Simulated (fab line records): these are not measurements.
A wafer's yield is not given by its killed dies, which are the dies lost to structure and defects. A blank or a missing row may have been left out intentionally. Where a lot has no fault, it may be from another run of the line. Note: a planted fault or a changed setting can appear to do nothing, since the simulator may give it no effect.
Matching of chambers :: flow nand-harc :: 4 sister chambers for NHARC_P_GATE_DESCUM_93 on rie-diel-03
The step chemistry O2, time 3 s. 20 wafers are shown with their chamber, then 10 later ones without.

WAFERS WITH THEIR CHAMBER
wafer: L074.3
chamber: 3
throttle-valve-pct (%): 11.329
oes-product-au (a.u.): 1.018
rf-vpp-V (V): 58.1

wafer: L074.4
chamber: 3
throttle-valve-pct (%): 11.316
oes-product-au (a.u.): 1.008
rf-vpp-V (V): 58.7

wafer: L074.6
chamber: 0
throttle-valve-pct (%): 11.317
oes-product-au (a.u.): 0.988
rf-vpp-V (V): 58.8

wafer: L077.1
chamber: 1
throttle-valve-pct (%): 11.301
oes-product-au (a.u.): 0.999
rf-vpp-V (V): 56.7

wafer: L077.3
chamber: 3
throttle-valve-pct (%): 11.318
oes-product-au (a.u.): 0.996
rf-vpp-V (V): 58.3

wafer: L077.5
chamber: 3
throttle-valve-pct (%): 11.306
oes-product-au (a.u.): 0.996
rf-vpp-V (V): 56.9

wafer: L081.2
chamber: 3
throttle-valve-pct (%): 11.296
oes-product-au (a.u.): 1.009
rf-vpp-V (V): 58.3

wafer: L081.5
chamber: 0
throttle-valve-pct (%): 11.301
oes-product-au (a.u.): 0.998
rf-vpp-V (V): 57.7

wafer: L081.6
chamber: 1
throttle-valve-pct (%): 11.283
oes-product-au (a.u.): 0.993
rf-vpp-V (V): 57.2

wafer: L086.2
chamber: 2
throttle-valve-pct (%): 11.306
oes-product-au (a.u.): 1.010
rf-vpp-V (V): 57.9

wafer: L086.4
chamber: 0
throttle-valve-pct (%): 11.295
oes-product-au (a.u.): 1.001
rf-vpp-V (V): 58.3

wafer: L086.6
chamber: 3
throttle-valve-pct (%): 11.311
oes-product-au (a.u.): 1.006
rf-vpp-V (V): 56.6

wafer: L087.2
chamber: 3
throttle-valve-pct (%): 11.309
oes-product-au (a.u.): 0.999
rf-vpp-V (V): 57.8

wafer: L087.3
chamber: 2
throttle-valve-pct (%): 11.320
oes-product-au (a.u.): 0.989
rf-vpp-V (V): 57.8

wafer: L087.5
chamber: 2
throttle-valve-pct (%): 11.310
oes-product-au (a.u.): 0.991
rf-vpp-V (V): 56.0

wafer: L089.2
chamber: 0
throttle-valve-pct (%): 11.303
oes-product-au (a.u.): 1.010
rf-vpp-V (V): 57.4

wafer: L089.3
chamber: 3
throttle-valve-pct (%): 11.323
oes-product-au (a.u.): 1.002
rf-vpp-V (V): 58.4

wafer: L089.4
chamber: 1
throttle-valve-pct (%): 11.302
oes-product-au (a.u.): 0.995
rf-vpp-V (V): 59.0

wafer: L088.2
chamber: 1
throttle-valve-pct (%): 11.301
oes-product-au (a.u.): 0.992
rf-vpp-V (V): 57.2

wafer: L088.4
chamber: 3
throttle-valve-pct (%): 11.301
oes-product-au (a.u.): 0.995
rf-vpp-V (V): 58.0

SIGNATURES (averages over the wafers above)
reading: throttle-valve-pct
chamber 0: 11.30400
chamber 1: 11.29675
chamber 2: 11.31200
chamber 3: 11.31211
scatter within a chamber: 0.00969

reading: oes-product-au
chamber 0: 0.99925
chamber 1: 0.99475
chamber 2: 0.99667
chamber 3: 1.00322
scatter within a chamber: 0.00798

reading: rf-vpp-V
chamber 0: 58.050
chamber 1: 57.525
chamber 2: 57.233
chamber 3: 57.900
scatter within a chamber: 0.809
Rule: a wafer's distance from a chamber is the root of the sum, over the readings, of the square of ((its reading less the chamber's mean) divided by the reading's scatter). The wafer belongs to the nearest chamber; if the next one is less than 2 further off, it can't be placed. The scatter is the square root of a quotient: the sum, over the shown wafers, of each reading's squared deviation from its chamber's mean, divided by wafers minus chambers.

WAFERS WHOSE CHAMBER IS MISSING
wafer: L088.5
throttle-valve-pct (%): 11.313
oes-product-au (a.u.): 1.000
rf-vpp-V (V): 56.9

wafer: L090.2
throttle-valve-pct (%): 11.316
oes-product-au (a.u.): 1.001
rf-vpp-V (V): 58.4

wafer: L090.3
throttle-valve-pct (%): 11.320
oes-product-au (a.u.): 0.992
rf-vpp-V (V): 57.2

wafer: L090.4
throttle-valve-pct (%): 11.314
oes-product-au (a.u.): 1.005
rf-vpp-V (V): 56.1

wafer: L092.1
throttle-valve-pct (%): 11.305
oes-product-au (a.u.): 1.001
rf-vpp-V (V): 58.9

wafer: L092.3
throttle-valve-pct (%): 11.306
oes-product-au (a.u.): 0.995
rf-vpp-V (V): 58.2

wafer: L092.6
throttle-valve-pct (%): 11.312
oes-product-au (a.u.): 0.999
rf-vpp-V (V): 56.6

wafer: L096.2
throttle-valve-pct (%): 11.322
oes-product-au (a.u.): 0.997
rf-vpp-V (V): 57.1

wafer: L096.5
throttle-valve-pct (%): 11.328
oes-product-au (a.u.): 0.992
rf-vpp-V (V): 55.9

wafer: L096.6
throttle-valve-pct (%): 11.308
oes-product-au (a.u.): 1.005
rf-vpp-V (V): 58.7

EACH ONE'S CHAMBER
wafer: L088.5
from the rows above: can't be placed: 2 or 3 or 0 or 1
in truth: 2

wafer: L090.2
from the rows above: can't be placed: 3 or 0 or 2 or 1
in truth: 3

wafer: L090.3
from the rows above: can't be placed: 2 or 3 or 0 or 1
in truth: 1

wafer: L090.4
from the rows above: can't be placed: 2 or 3 or 0 or 1
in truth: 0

wafer: L092.1
from the rows above: can't be placed: 0 or 3 or 1 or 2
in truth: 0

wafer: L092.3
from the rows above: can't be placed: 0 or 3 or 1 or 2
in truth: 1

wafer: L092.6
from the rows above: can't be placed: 2 or 3 or 0 or 1
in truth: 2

wafer: L096.2
from the rows above: can't be placed: 2 or 3 or 0 or 1
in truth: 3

wafer: L096.5
from the rows above: can't be placed: 2 or 3 or 0 or 1
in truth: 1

wafer: L096.6
from the rows above: can't be placed: 3 or 0 or 2 or 1
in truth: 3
Correctly placed: 0 of 10. Cannot be placed on the basis of these rows: 10; the candidates contain the true chamber in 10. Wrongly placed: 0.
